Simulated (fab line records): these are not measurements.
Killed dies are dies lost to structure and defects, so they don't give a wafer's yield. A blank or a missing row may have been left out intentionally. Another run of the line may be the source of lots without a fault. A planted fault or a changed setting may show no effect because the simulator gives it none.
Chamber matching || flow n5 finfet || 4 sister chambers for N5_BEOL_M0_SAQP_MANDREL2_REMOVE_110 on rie si-04
The step chemistry HBr/Cl2/O2, target a-Si, stops on SiCN, bt time 10 s. 18 wafers are shown with their chamber, then 9 later ones without.

## EACH WAFER AND ITS CHAMBER
{"wafer": "L074.1", "chamber": 1, "drypump motor current A (A)": 6.6, "oes product au (a.u.)": 1.032}
{"wafer": "L074.2", "chamber": 2, "drypump motor current A (A)": 5.1, "oes product au (a.u.)": 1.012}
{"wafer": "L074.3", "chamber": 3, "drypump motor current A (A)": 5.0, "oes product au (a.u.)": 0.982}
{"wafer": "L075.1", "chamber": 1, "drypump motor current A (A)": 6.5, "oes product au (a.u.)": 1.026}
{"wafer": "L075.4", "chamber": 2, "drypump motor current A (A)": 5.1, "oes product au (a.u.)": 1.012}
{"wafer": "L075.5", "chamber": 0, "drypump motor current A (A)": 6.3, "oes product au (a.u.)": 0.987}
{"wafer": "L080.1", "chamber": 0, "drypump motor current A (A)": 6.3, "oes product au (a.u.)": 0.995}
{"wafer": "L080.2", "chamber": 3, "drypump motor current A (A)": 5.1, "oes product au (a.u.)": 0.991}
{"wafer": "L080.6", "chamber": 3, "drypump motor current A (A)": 5.1, "oes product au (a.u.)": 0.976}
{"wafer": "L086.1", "chamber": 1, "drypump motor current A (A)": 6.6, "oes product au (a.u.)": 1.039}
{"wafer": "L086.4", "chamber": 2, "drypump motor current A (A)": 5.1, "oes product au (a.u.)": 1.002}
{"wafer": "L086.5", "chamber": 1, "drypump motor current A (A)": 6.6, "oes product au (a.u.)": 1.033}
{"wafer": "L085.1", "chamber": 0, "drypump motor current A (A)": 6.3, "oes product au (a.u.)": 0.988}
{"wafer": "L085.2", "chamber": 1, "drypump motor current A (A)": 6.6, "oes product au (a.u.)": 1.022}
{"wafer": "L085.6", "chamber": 1, "drypump motor current A (A)": 6.6, "oes product au (a.u.)": 1.027}
{"wafer": "L090.1", "chamber": 2, "drypump motor current A (A)": 5.1, "oes product au (a.u.)": 1.012}
{"wafer": "L090.4", "chamber": 0, "drypump motor current A (A)": 6.3, "oes product au (a.u.)": 1.001}
{"wafer": "L090.5", "chamber": 3, "drypump motor current A (A)": 5.1, "oes product au (a.u.)": 0.987}

SIGNATURES (averages over the wafers above)
{"reading": "drypump motor current A", "chamber 0": 6.300, "chamber 1": 6.583, "chamber 2": 5.100, "chamber 3": 5.075, "scatter within a chamber": 0.0336}
{"reading": "oes product au", "chamber 0": 0.99275, "chamber 1": 1.02983, "chamber 2": 1.00950, "chamber 3": 0.98400, "scatter within a chamber": 0.00605}
Rule: for a wafer and a chamber, the distance is found by dividing, reading by reading, the gap between the wafer's reading and the chamber's mean by the reading's scatter, squaring, summing and taking the root. If the next closest chamber is less than 2 further off than the closest, the wafer can't be placed; otherwise it belongs to the closest. The scatter: take each reading less its chamber's mean, square it, sum over the shown wafers, divide by the number of wafers less the number of chambers, and take the root.

## WAFERS WITH NO CHAMBER GIVEN
{"wafer": "L093.3", "drypump motor current A (A)": 5.2, "oes product au (a.u.)": 1.004}
{"wafer": "L093.5", "drypump motor current A (A)": 6.3, "oes product au (a.u.)": 0.994}
{"wafer": "L093.6", "drypump motor current A (A)": 6.6, "oes product au (a.u.)": 1.031}
{"wafer": "L094.1", "drypump motor current A (A)": 6.5, "oes product au (a.u.)": 1.034}
{"wafer": "L094.2", "drypump motor current A (A)": 5.1, "oes product au (a.u.)": 1.010}
{"wafer": "L094.4", "drypump motor current A (A)": 6.3, "oes product au (a.u.)": 1.009}
{"wafer": "L096.1", "drypump motor current A (A)": 5.1, "oes product au (a.u.)": 0.995}
{"wafer": "L096.2", "drypump motor current A (A)": 6.6, "oes product au (a.u.)": 1.034}
{"wafer": "L096.3", "drypump motor current A (A)": 5.1, "oes product au (a.u.)": 1.008}

## WHICH CHAMBER EACH ONE RAN IN
{"wafer": "L093.3", "from the rows above": "can't be placed: 2 or 3", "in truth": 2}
{"wafer": "L093.5", "from the rows above": 0, "in truth": 0}
{"wafer": "L093.6", "from the rows above": 1, "in truth": 1}
{"wafer": "L094.1", "from the rows above": 1, "in truth": 1}
{"wafer": "L094.2", "from the rows above": 2, "in truth": 2}
{"wafer": "L094.4", "from the rows above": 0, "in truth": 0}
{"wafer": "L096.1", "from the rows above": "can't be placed: 3 or 2", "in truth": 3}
{"wafer": "L096.2", "from the rows above": 1, "in truth": 1}
{"wafer": "L096.3", "from the rows above": 2, "in truth": 2}
Correct placement for 7 of the 9. Unplaceable from these rows: 2, with the true chamber sitting among the candidates in 2. Wrongly placed: 0.
